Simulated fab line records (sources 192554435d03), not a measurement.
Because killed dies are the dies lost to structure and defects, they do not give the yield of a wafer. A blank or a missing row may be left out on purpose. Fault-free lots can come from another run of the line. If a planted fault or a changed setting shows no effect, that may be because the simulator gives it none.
Matching of chambers :: flow n5 finfet :: 4 sister chambers for N5_BEOL_M9_DESCUM_16 on rie diel-06
The step chemistry O2, time 7.9 s. 4 wafers are shown with their chamber, then 7 later ones without.

== WAFERS, EACH WITH ITS CHAMBER ==
wafer: L084.1
chamber: 1
throttle valve pct (%): 20.10

wafer: L084.3
chamber: 3
throttle valve pct (%): 20.71

wafer: L090.2
chamber: 2
throttle valve pct (%): 20.94

wafer: L090.4
chamber: 0
throttle valve pct (%): 20.68

== WAFERS WHOSE CHAMBER IS MISSING ==
wafer: L090.5
throttle valve pct (%): 20.66

wafer: L091.1
throttle valve pct (%): 20.93

wafer: L091.4
throttle valve pct (%): 20.10

wafer: L091.6
throttle valve pct (%): 20.12

wafer: L092.1
throttle valve pct (%): 20.70

wafer: L092.4
throttle valve pct (%): 20.94

wafer: L092.5
throttle valve pct (%): 20.11

== EACH ONE'S CHAMBER ==
wafer: L090.5
from the rows above: 0
in truth: 0

wafer: L091.1
from the rows above: 2
in truth: 2

wafer: L091.4
from the rows above: 1
in truth: 1

wafer: L091.6
from the rows above: 1
in truth: 1

wafer: L092.1
from the rows above: can't be placed: 3 or 0
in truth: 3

wafer: L092.4
from the rows above: 2
in truth: 2

wafer: L092.5
from the rows above: 1
in truth: 1
Placed correctly: 6 of 7. These rows do not allow placing 1 (true chamber among the candidates in 1). 0 placed wrongly.
How it was worked out, from the rows above alone: a wafer's distance from a chamber is the root of the sum, over the readings, of the square of ((its reading less the chamber's mean) divided by the reading's scatter). If the next closest chamber is less than 2 further off than the closest, the wafer can't be placed; otherwise it belongs to the closest. The mean given for a chamber averages the wafers shown for that chamber. The scatter (one wafer shown for each chamber): square how far every hidden wafer sits from the nearest shown wafer, average those squares and take the square root.
